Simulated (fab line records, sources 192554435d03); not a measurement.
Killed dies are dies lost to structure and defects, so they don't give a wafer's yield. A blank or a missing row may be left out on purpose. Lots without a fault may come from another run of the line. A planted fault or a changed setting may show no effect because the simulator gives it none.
fab line records | flow n5_finfet
record lots=14 wafers=37 last_day=17
route steps=1938 shown BEOL_M6@1250 PAD_METAL@1894 PASSIVATION@1928
lots that met no fault: from a run of the same line without faults
start_h: hours from the record's first day to the start of the lot's first wafer shown | wait_h: hours since the lot's step before | " the same as in the row above | L1.1+2: a row that stands for several wafers | - no value, or no start given | * or withheld: withheld | < > ~ a bound
route shown NAME@n: a module of which the file shows steps, and the number in the route of the first | usual: mean/standard deviation of fault-free wafers | same: alike in all rows | chamber/n: place in a boat | sites: the reading at each site | _std_site: their standard deviation | _edge_site: outer sites' mean less inner sites' | radius_mm: how far each site lies from the wafer's centre | mask NAME#n: copy n | behind: the tool/chamber that last shaped the wafer | hold: why the lot was held/for how many hours/how that ended | device: the transistor (n, p or np) that didn't switch | end of line: the same wafers' tests at the end of the route | a step without rows: its recipe alone | killed: dies lost to structure and defects at the first sort, not the wafer's yield | map: a wafer's dies, x killed, . not, _ none there
set.NAME: the setting as run; set.NAME@STEP: as run at that earlier step | model.NAME: the simulator's own value behind a step, which no gauge read
steps of the route over a sample of lots; a table a step, a row a wafer
services: from which hour (start_h, from the record's first day; less than 0 if before it) a tool's chamber was out of use, for how many hours, and why
## steps
# step N5_BEOL_M6_PRE_CLEAN_45
# recipe gas=H2/He time_s=30 temp_c=250
# usual heater_power_w=366/27
# columns lot.wafer tool chamber start_h wait_h heater_power_w
L652.2 pvd_sputter-02 - 195.48 0.0 334
L652.5 " - " " 349
L654.2 pvd_sputter-01 - 212.26 0.0 398
L654.5 " - " " 375
L654.6 " - " " 353
L655.1 pvd_sputter-01 - 219.94 0.0 354
L655.6 " - " " 364
L657.1 pvd_sputter-02 - 220.65 0.0 359
L657.3 " - " " 346
L656.1 pvd_sputter-03 - 225.30 0.0 360
L656.6 " - " " 405
L659.1 pvd_sputter-01 - 242.60 0.0 351
L659.5 " - " " 394
L659.6 " - " " 353
L660.1 pvd_sputter-02 - 244.30 0.0 342
L660.5 " - " " 349
L660.6 " - " " 333
L661.2 pvd_sputter-02 - 256.46 0.0 346
L661.3 " - " " 342
L661.4 " - " " 349
L665.3 pvd_sputter-03 - 285.90 0.0 329
L665.4 " - " " 371
L665.5 " - " " 324
L667.1 pvd_sputter-03 - 285.98 0.0 334
L667.4 " - " " 387
L667.6 " - " " 365
L668.1 pvd_sputter-01 - 292.94 0.0 404
L668.2 " - " " 368
L668.3 " - " " 410
L669.1 pvd_sputter-01 - 311.59 0.0 358
L669.6 " - " " 402
L674.1 pvd_sputter-01 - 314.85 0.0 412
L674.2 " - " " 333
L674.6 " - " " 409
L671.3 pvd_sputter-01 - 315.33 0.0 377
L671.4 " - " " 404
L671.5 " - " " 406
# step N5_PASSIVATION_PRE_CLEAN_19
# recipe gas=H2/He time_s=* temp_c=*
# usual heater_power_w=512/39
# columns lot.wafer tool chamber start_h wait_h heater_power_w
L652.2 pvd_sputter-01 - 282.26 0.0 570
L652.5 " - " " 560
L657.1 pvd_sputter-02 - 293.05 0.0 460
L657.3 " - " " 460
L654.2 pvd_sputter-03 - 293.22 0.0 486
L654.5 " - " " 471
L654.6 " - " " 483
L655.1 pvd_sputter-01 - 297.15 0.0 531
L655.6 " - " " 564
L656.1 pvd_sputter-02 - 299.17 0.0 458
L656.6 " - " " 499
L659.1 pvd_sputter-01 - 319.19 0.0 573
L659.5 " - " " 495
L659.6 " - " " 516
L660.1 pvd_sputter-01 - 329.67 0.0 543
L660.5 " - " " 589
L660.6 " - " " 566
L661.2 pvd_sputter-03 - 334.19 0.0 509
L661.3 " - " " 535
L661.4 " - " " 552
L667.1 pvd_sputter-03 - 365.82 0.0 499
L667.4 " - " " 547
L667.6 " - " " 444
L665.3 pvd_sputter-02 - 365.85 0.0 458
L665.4 " - " " 500
L665.5 " - " " 485
L668.1 pvd_sputter-03 - 373.49 0.0 457
L668.2 " - " " 505
L668.3 " - " " 480
L669.1 pvd_sputter-01 - 383.05 0.0 566
L669.6 " - " " 519
L674.1 pvd_sputter-02 - 400.04 0.0 465
L674.2 " - " " 481
L674.6 " - " " 472
L671.3 pvd_sputter-03 - 401.63 0.0 546
L671.4 " - " " 524
L671.5 " - " " 548
# step N5_PASSIVATION_DESCUM_46
# recipe chemistry=O2 time_s=7.9 source_power_w=50 bias_power_w=20 pressure_mtorr=20 rf_frequency_hz=2.712e+07 temp_c=40 o2_flow_sccm=225
# usual drypump_motor_current_A=5.9/0.48 oes_product_au=0.78/0.074 rf_vpp_V=243.7/1.3 showerhead_plenum_p_Torr=2.13/0.068 throttle_valve_pct=20.4/0.38
# columns lot.wafer tool chamber start_h wait_h drypump_motor_current_A oes_product_au rf_hours_counter_h rf_vpp_V showerhead_plenum_p_Torr throttle_valve_pct
L652.2 rie_diel-06 1 285.19 0.3 6.5 0.80 87 245.0 2.19 20.3
L652.5 " 0 " " 6.3 0.70 - 243.8 2.16 20.8
L657.1 rie_diel-06 0 295.60 0.0 6.3 0.70 236 244.9 2.16 20.8
L657.3 " 3 " " 5.0 0.72 217 243.2 2.14 20.3
L654.2 rie_diel-06 3 296.39 0.4 5.0 0.72 217 243.5 2.14 20.3
L654.5 " 1 " " 6.5 0.81 - 243.5 2.19 20.3
L654.6 " 0 " " 6.3 0.69 - 244.1 2.16 20.8
L655.1 rie_diel-04 0 299.83 0.1 4.9 0.81 89 242.0 2.06 21.0
L655.6 " 2 " " 6.3 0.78 - 243.4 2.21 20.6
L656.1 rie_diel-06 1 302.29 0.0 6.5 0.80 95 245.8 2.18 20.3
L656.6 " 0 " " 6.4 0.69 - 243.2 2.16 20.8
L659.1 rie_diel-05 0 321.75 0.0 6.2 0.81 88 246.2 2.21 20.2
L659.5 " 1 " " 5.8 0.71 - 242.9 2.19 21.2
L659.6 " 0 " " 6.2 0.79 - 245.8 2.21 20.2
L660.1 rie_diel-04 2 332.13 0.0 6.3 0.76 145 246.5 2.20 20.6
L660.5 " 2 " " 6.3 0.77 - 243.4 2.20 20.6
L660.6 " 3 " " 6.3 0.77 - 242.6 2.12 20.3
L661.2 rie_diel-05 3 337.24 0.1 5.8 0.93 10 243.6 2.14 19.9
L661.3 " 1 " " 5.8 0.70 210 243.0 2.19 21.2
L661.4 " 2 " " 5.4 0.78 130 242.1 2.00 20.1
L667.1 rie_diel-06 1 368.50 0.0 6.5 0.78 120 244.1 2.18 20.3
L667.4 " 1 " " 6.5 0.77 - 244.9 2.18 20.3
L667.6 " 2 " " 5.9 0.85 - 242.3 2.02 20.1
L665.3 rie_diel-05 2 368.54 0.0 5.4 0.76 141 241.7 2.00 20.1
L665.4 " 3 " " 5.8 0.91 21 244.4 2.14 19.9
L665.5 " 2 " " 5.4 0.76 - 241.3 2.00 20.1
L668.1 rie_diel-05 2 376.77 0.2 5.4 0.75 145 239.9 2.00 20.1
L668.2 " 0 " " 6.2 0.78 109 246.2 2.20 20.2
L668.3 " 1 " " 5.8 0.69 223 244.3 2.18 21.2
L669.1 rie_diel-05 0 385.99 0.1 6.2 0.78 114 245.5 2.20 20.2
L669.6 " 2 " " 5.4 0.76 - 241.9 1.99 20.1
L674.1 rie_diel-05 3 403.11 0.0 5.9 0.88 31 244.2 2.14 19.9
L674.2 " 2 " " 5.4 0.76 157 241.9 1.99 20.1
L674.6 " 2 " " 5.4 0.76 - 241.5 1.99 20.1
L671.3 rie_diel-05 1 404.94 0.7 5.8 0.69 236 243.6 2.18 21.2
L671.4 " 1 " " 5.8 0.68 - 243.6 2.18 21.2
L671.5 " 2 " " 5.4 0.75 - 242.1 1.99 20.1
# step N5_PASSIVATION_PROBE_49
# usual defect_limited_yield=91.3/1.4 killed_at_M0_to_M3=33/9.9 killed_at_M4_up=15/5.6 killed_at_contacts=13/5.7 killed_at_front_end=38/12 killed_at_other=4/3.1 killed_dies=103/17 killed_on_rim=13/4 killed_open=66/13 killed_short=32/7.8 sort_bin_5_function=5.1/0.95 sort_bin_6_memory=3.2/0.68 sort_n_pass=1077/17 sort_yield_pct=91.3/1.5
# same gross_dies=1180 killed_at_back_side=0 sort_bin_4_leakage[%]=0 sort_bin_8_speed[%]=0
# columns lot.wafer tool chamber start_h wait_h defect_limited_yield[%] killed_at_M0_to_M3 killed_at_M4_up killed_at_contacts killed_at_front_end killed_at_other killed_dies killed_on_rim killed_open killed_short sort_bin_5_function[%] sort_bin_6_memory[%] sort_n_pass sort_yield_pct[%]
L652.2 prober-02 - 288.28 0.1 91.0 22 18 19 44 3 106 18 78 28 5.5 3.4 1074 91.0
L652.5 prober-02 - 288.43 0.2 92.7 25 13 10 38 0 86 8 54 23 4.6 1.9 1094 92.7
L654.2 prober-02 - 299.49 0.1 88.9 50 18 13 47 3 131 13 83 45 7.8 3.1 1049 88.9
L654.5 prober-02 - 299.64 0.2 92.1 49 15 8 17 4 93 10 57 32 4.6 3.1 1087 92.1
L654.6 prober-02 - 299.69 0.3 90.5 56 5 13 35 3 112 17 71 37 6.0 3.0 1068 90.5
L655.1 prober-01 - 302.87 0.0 92.6 23 21 10 28 5 87 10 51 32 5.0 1.9 1093 92.6
L655.6 prober-01 - 303.12 0.3 90.2 32 32 9 38 5 116 18 71 42 5.8 3.6 1064 90.2
L656.1 prober-01 - 305.33 0.0 88.1 41 14 20 56 9 140 17 93 45 6.9 4.2 1040 88.1
L656.6 prober-01 - 305.58 0.3 89.5 22 8 17 75 2 124 20 96 27 7.2 3.1 1056 89.5
L659.1 prober-01 - 324.85 0.0 91.3 25 13 12 51 2 103 11 77 25 4.8 3.6 1077 91.3
L659.5 prober-01 - 325.05 0.2 92.4 25 25 7 31 2 90 12 60 28 4.5 3.0 1090 92.4
L659.6 prober-01 - 325.10 0.3 92.7 26 24 6 26 4 86 8 55 30 4.3 2.8 1094 92.7
L660.1 prober-01 - 335.18 0.0 93.1 26 15 11 27 2 81 14 51 25 3.9 2.5 1099 93.1
L660.5 prober-01 - 335.38 0.2 91.1 38 17 13 20 17 105 14 70 33 5.4 3.5 1075 91.1
L660.6 prober-01 - 335.43 0.3 92.7 27 13 8 31 7 86 16 49 28 3.8 2.6 1094 92.7
L661.2 prober-01 - 340.37 0.1 92.8 37 11 10 27 0 85 9 59 26 4.4 2.8 1095 92.8
L661.3 prober-01 - 340.42 0.1 90.4 47 16 12 32 6 113 7 61 48 5.0 3.9 1067 90.4
L661.4 prober-01 - 340.47 0.2 90.1 46 17 14 40 0 117 15 68 41 5.8 3.7 1063 90.1
L667.1 prober-01 - 371.55 0.0 88.2 30 66 13 28 2 139 26 58 26 7.2 2.5 1041 88.2
L667.4 prober-01 - 371.70 0.2 81.4 25 157 4 33 0 219 12 53 17 11.1 4.3 961 81.4
L667.6 prober-01 - 371.80 0.3 83.5 34 107 3 49 2 195 32 65 31 9.8 4.0 985 83.5
L665.3 prober-02 - 371.69 0.1 86.6 23 60 22 52 1 158 34 77 25 7.7 4.2 1022 86.6
L665.4 prober-02 - 371.74 0.2 82.0 41 110 11 49 1 212 32 74 38 11.4 4.2 968 82.0
L665.5 prober-02 - 371.79 0.2 87.1 23 60 21 46 2 152 34 73 29 7.9 3.3 1028 87.1
L668.1 prober-01 - 379.81 0.0 89.0 48 25 5 48 4 130 18 88 33 5.0 5.1 1050 89.0
L668.2 prober-01 - 379.86 0.1 90.9 33 17 5 50 2 107 16 70 35 5.7 3.2 1073 90.9
L668.3 prober-01 - 379.91 0.1 91.3 28 18 9 47 1 103 11 68 29 4.8 3.6 1077 91.3
L669.1 prober-01 - 389.04 0.0 89.2 41 30 13 37 7 128 14 89 31 6.5 3.6 1052 89.2
L669.6 prober-01 - 389.29 0.3 91.2 34 19 7 31 13 104 12 58 34 5.8 2.7 1076 91.2
# killed by level:class
L652.2 FIN_SAQP:geometric_particle:open=15 MOL_CONTACT_COAG:geometric_particle:open=14 BEOL_M4:geometric_particle:open=10 FIN_SAQP:geometric_particle:short=8 BEOL_M0_SAQP:geometric_particle:open=8 BEOL_M5:geometric_particle:open=6 STI_FIN_REVEAL:geometric_particle:open=5 GATE_CUT:geometric_particle:short=5
L652.5 BEOL_M0_SAQP:geometric_particle:open=8 STI_FIN_REVEAL:geometric_particle:open=8 MOL_CONTACT_COAG:geometric_particle:open=8 HKMG_FIN:area_etch=7 FIN_SAQP:geometric_particle:open=5 ILD0:geometric_particle:short=4 BEOL_M0_SAQP:geometric_particle:short=4 BEOL_M0:geometric_particle:open=4
L654.2 BEOL_M2:geometric_particle:open=13 STI_FIN_REVEAL:geometric_particle:open=11 BEOL_M1:geometric_particle:open=10 MOL_CONTACT_COAG:geometric_particle:open=8 BEOL_M0_SAQP:geometric_particle:short=8 FIN_SAQP:geometric_particle:open=6 FIN_SAQP:geometric_particle:short=6 MOL_CONTACT_COAG:geometric_particle:short=5
L654.5 BEOL_M0_SAQP:geometric_particle:short=13 BEOL_M2:geometric_particle:open=12 BEOL_M0_SAQP:geometric_particle:open=7 MOL_CONTACT_COAG:geometric_particle:open=5 BEOL_M3:geometric_particle:open=5 BEOL_M4:geometric_particle:open=4 FIN_SAQP:geometric_particle:open=3 STI_FIN_REVEAL:geometric_particle:open=3
L654.6 BEOL_M0_SAQP:geometric_particle:open=19 BEOL_M0_SAQP:geometric_particle:short=12 MOL_CONTACT_COAG:geometric_particle:open=11 BEOL_M2:geometric_particle:open=10 STI_FIN_REVEAL:geometric_particle:open=6 BEOL_M1:geometric_particle:open=5 BEOL_M3:geometric_particle:open=5 FIN_SAQP:geometric_particle:short=4
L655.1 FIN_SAQP:geometric_particle:short=9 MOL_CONTACT_COAG:geometric_particle:open=7 BEOL_M0_SAQP:geometric_particle:short=6 BEOL_M1:geometric_particle:open=6 BEOL_M4:geometric_particle:short=6 BEOL_M4:geometric_particle:open=6 DUMMY_GATE:geometric_particle:open=5 BEOL_M0_SAQP:geometric_particle:open=5
L655.6 BEOL_M4:geometric_particle:open=14 FIN_SAQP:geometric_particle:short=10 FIN_SAQP:geometric_particle:open=9 BEOL_M1:geometric_particle:open=8 BEOL_M4:geometric_particle:short=8 BEOL_M0_SAQP:geometric_particle:open=7 BEOL_M0_SAQP:geometric_particle:short=7 MOL_CONTACT_COAG:geometric_particle:open=6
L656.1 MOL_CONTACT_COAG:geometric_particle:open=18 FIN_SAQP:geometric_particle:open=14 BEOL_M3:geometric_particle:open=13 STI_FIN_REVEAL:geometric_particle:open=11 FIN_SAQP:geometric_particle:short=10 BEOL_M1:geometric_particle:open=9 BEOL_M2:geometric_particle:open=6 BEOL_M0_SAQP:geometric_particle:short=6
L656.6 STI_FIN_REVEAL:geometric_particle:open=32 MOL_CONTACT_COAG:geometric_particle:open=15 FIN_SAQP:geometric_particle:open=11 BEOL_M0_SAQP:geometric_particle:open=10 BEOL_M3:geometric_particle:open=7 DUMMY_GATE:geometric_particle:short=5 GATE_CUT:geometric_particle:short=5 FIN_SAQP:geometric_particle:short=4
L659.1 FIN_SAQP:geometric_particle:open=26 BEOL_M3:geometric_particle:open=10 MOL_CONTACT_COAG:geometric_particle:open=8 BEOL_M5:geometric_particle:open=7 FIN_SAQP:geometric_particle:short=6 BEOL_M2:geometric_particle:open=5 MOL_CONTACT_COAG:geometric_particle:short=4 GATE_CUT:geometric_particle:short=3
L659.5 BEOL_M4:geometric_particle:open=11 FIN_SAQP:geometric_particle:open=9 FIN_SAQP:geometric_particle:short=9 BEOL_M2:geometric_particle:open=6 MOL_CONTACT_COAG:geometric_particle:open=5 BEOL_M0_SAQP:geometric_particle:short=5 BEOL_M3:geometric_particle:open=5 STARTING-WAFER:geometric_particle:open=5
L659.6 BEOL_M4:geometric_particle:open=15 GATE_CUT:geometric_particle:open=5 BEOL_M0_SAQP:geometric_particle:short=5 FIN_SAQP:geometric_particle:short=4 GATE_CUT:geometric_particle:short=4 MOL_CONTACT_COAG:geometric_particle:open=4 BEOL_M0_SAQP:geometric_particle:open=4 BEOL_M0:geometric_particle:short=4
L660.1 BEOL_M0_SAQP:geometric_particle:open=7 STI_FIN_REVEAL:geometric_particle:open=7 MOL_CONTACT_COAG:geometric_particle:open=7 FIN_SAQP:geometric_particle:open=6 BEOL_M3:geometric_particle:open=6 GATE_CUT:geometric_particle:short=5 BEOL_M2:geometric_particle:open=4 BEOL_M6:geometric_particle:open=4
L660.5 BEOL_M3:geometric_particle:open=14 MOL_CONTACT_COAG:geometric_particle:open=11 BEOL_M4:geometric_particle:open=7 BEOL_M0_SAQP:geometric_particle:open=7 MIM_TOP_ETCH:geometric_particle:short=7 BEOL_M2:geometric_particle:open=7 BEOL_M0_SAQP:geometric_particle:short=6 STI_FIN_REVEAL:geometric_particle:open=5
L660.6 BEOL_M3:geometric_particle:open=7 HKMG_FIN:area_etch=7 MOL_CONTACT_COAG:geometric_particle:open=6 FIN_SAQP:geometric_particle:short=5 STI_FIN_REVEAL:geometric_particle:open=5 BEOL_M1:geometric_particle:open=5 BEOL_M4:geometric_particle:open=5 ILD0:geometric_particle:short=3
L661.2 MOL_CONTACT_COAG:geometric_particle:open=9 BEOL_M2:geometric_particle:open=8 BEOL_M0:geometric_particle:open=7 BEOL_M4:geometric_particle:open=7 STI_FIN_REVEAL:geometric_particle:open=6 FIN_SAQP:geometric_particle:short=5 BEOL_M0:geometric_particle:short=5 BEOL_M2:geometric_particle:short=4
L661.3 BEOL_M3:geometric_particle:open=10 FIN_SAQP:geometric_particle:short=9 MOL_CONTACT_COAG:geometric_particle:open=8 BEOL_M2:geometric_particle:open=8 BEOL_M0_SAQP:geometric_particle:short=7 BEOL_M2:geometric_particle:short=7 STI_FIN_REVEAL:geometric_particle:open=6 DUMMY_GATE:geometric_particle:open=5
L661.4 FIN_SAQP:geometric_particle:short=19 BEOL_M0_SAQP:geometric_particle:open=11 BEOL_M4:geometric_particle:open=10 BEOL_M0_SAQP:geometric_particle:short=9 FIN_SAQP:geometric_particle:open=8 MOL_CONTACT_COAG:geometric_particle:open=8 BEOL_M2:geometric_particle:open=6 BEOL_M3:geometric_particle:open=6
L667.1 BEOL_M6:unspecified=52 MOL_CONTACT_COAG:geometric_particle:open=11 STI_FIN_REVEAL:geometric_particle:open=8 BEOL_M4:geometric_particle:open=8 BEOL_M1:geometric_particle:open=7 FIN_SAQP:geometric_particle:open=6 BEOL_M0_SAQP:geometric_particle:short=5 BEOL_M2:geometric_particle:open=4
L665.3 BEOL_M6:unspecified=54 STI_FIN_REVEAL:geometric_particle:open=16 MOL_CONTACT_COAG:geometric_particle:open=16 FIN_SAQP:geometric_particle:open=15 BEOL_M0_SAQP:geometric_particle:short=6 MOL_CONTACT_COAG:geometric_particle:short=5 BEOL_M2:geometric_particle:open=5 BEOL_M0_SAQP:geometric_particle:open=4
L667.4 BEOL_M6:unspecified=146 BEOL_M1:geometric_particle:open=10 FIN_SAQP:geometric_particle:open=8 FIN_SAQP:geometric_particle:short=5 BEOL_M4:geometric_particle:open=5 BEOL_M0_SAQP:geometric_particle:open=4 BEOL_M3:geometric_particle:open=4 STI_FIN_REVEAL:geometric_particle:open=3
L665.4 BEOL_M6:unspecified=99 BEOL_M1:geometric_particle:open=14 BEOL_M0_SAQP:geometric_particle:short=13 MOL_CONTACT_COAG:geometric_particle:open=10 FIN_SAQP:geometric_particle:open=7 STI_FIN_REVEAL:geometric_particle:open=7 GATE_CUT:geometric_particle:short=6 BEOL_M4:geometric_particle:open=6
L665.5 BEOL_M6:unspecified=48 STI_FIN_REVEAL:geometric_particle:open=15 MOL_CONTACT_COAG:geometric_particle:open=15 FIN_SAQP:geometric_particle:open=10 BEOL_M0_SAQP:geometric_particle:open=8 FIN_SAQP:geometric_particle:short=7 BEOL_M0_SAQP:geometric_particle:short=6 MOL_CONTACT_COAG:geometric_particle:short=5
L667.6 BEOL_M6:unspecified=98 STI_FIN_REVEAL:geometric_particle:open=14 FIN_SAQP:geometric_particle:open=10 BEOL_M1:geometric_particle:open=9 BEOL_M3:geometric_particle:open=7 GATE_CUT:geometric_particle:open=5 BEOL_M0_SAQP:geometric_particle:open=5 BEOL_M0_SAQP:geometric_particle:short=5
L668.1 BEOL_M2:geometric_particle:open=15 BEOL_M4:geometric_particle:open=11 STI_FIN_REVEAL:geometric_particle:open=10 BEOL_M0:geometric_particle:open=10 BEOL_M0_SAQP:geometric_particle:open=8 HKMG_FIN:area_etch=8 FIN_SAQP:geometric_particle:short=7 BEOL_M5:geometric_particle:open=6
L668.2 STI_FIN_REVEAL:geometric_particle:open=21 BEOL_M4:geometric_particle:open=10 DUMMY_GATE:geometric_particle:open=9 BEOL_M1:geometric_particle:short=6 BEOL_M1:geometric_particle:open=6 BEOL_M2:geometric_particle:open=6 STARTING-WAFER:geometric_particle:short=6 BEOL_M0_SAQP:geometric_particle:short=4
L668.3 BEOL_M2:geometric_particle:open=17 STI_FIN_REVEAL:geometric_particle:open=9 GATE_CUT:geometric_particle:open=7 MOL_CONTACT_COAG:geometric_particle:open=7 BEOL_M4:geometric_particle:open=7 GATE_CUT:geometric_particle:short=5 FIN_SAQP:geometric_particle:short=4 DUMMY_GATE:geometric_particle:short=4
L669.1 BEOL_M4:geometric_particle:open=20 MOL_CONTACT_COAG:geometric_particle:open=12 STI_FIN_REVEAL:geometric_particle:open=11 BEOL_M0_SAQP:geometric_particle:short=9 BEOL_M0_SAQP:geometric_particle:open=8 BEOL_M3:geometric_particle:open=8 HKMG_FIN:area_etch=5 FIN_SAQP:geometric_particle:open=4
L669.6 BEOL_M4:geometric_particle:open=12 PASSIVATION:area_etch=9 BEOL_M0_SAQP:geometric_particle:open=8 FIN_SAQP:geometric_particle:open=6 BEOL_M3:geometric_particle:open=6 MOL_CONTACT_COAG:geometric_particle:open=5 STI_FIN_REVEAL:geometric_particle:open=4 BEOL_M0_SAQP:geometric_particle:short=4
## services
# columns tool chamber start_h hours kind
rie_diel-06 - 176.36 0.6 repair
pvd_sputter-03 - 216.20 4.0 repair
rie_diel-04 1 235.11 - clean
rie_diel-06 0 268.22 15.3 repair
rie_diel-06 2 293.88 4.3 repair
rie_diel-05 3 296.99 - clean
rie_diel-05 3 296.99 - consumable_replace:focus_ring
rie_diel-05 3 296.99 14.1 scheduled_down
rie_diel-05 3 296.99 14.1 vent_cycle
rie_diel-05 2 297.03 9.6 repair
rie_diel-06 2 304.45 10.4 repair
rie_diel-06 0 336.64 - clean
rie_diel-06 0 336.64 - consumable_replace:focus_ring
rie_diel-06 0 336.64 35.3 scheduled_down
rie_diel-06 0 336.64 35.3 vent_cycle
rie_diel-05 3 369.28 14.3 repair
rie_diel-04 - 377.54 14.6 pm
pvd_sputter-02 - 379.03 2.5 repair
rie_diel-06 3 380.27 - clean
rie_diel-06 3 380.27 - consumable_replace:focus_ring
rie_diel-06 3 380.27 17.9 scheduled_down
rie_diel-06 3 380.27 17.9 vent_cycle
pvd_sputter-01 - 395.83 3.8 repair
pvd_sputter-03 - 397.76 2.9 repair
## key
first_sign step=N5_PASSIVATION_PROBE_49 reading=killed_at_M4_up direction=up sigmas=14 usual=15 struck=93
effect step=N5_PASSIVATION_PROBE_49 reading=killed_dies direction=up sigmas=4.6 usual=103 struck=179
more_kills_born_at N5_BEOL_M6_PRE_CLEAN_45@pvd_sputter-03=497
met_at N5_BEOL_M6_PRE_CLEAN_45
struck_lots L665,L667
not_acting_at N5_PASSIVATION_PRE_CLEAN_19,N5_PASSIVATION_DESCUM_46
onset_between 225.30 285.90
fault kind=chamber_particle_source tool=pvd_sputter-03 chamber=- onset_h=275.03 steps=N5_BEOL_M6_PRE_CLEAN_45 rate_per_visit_cm2=1.2876 end_h=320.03
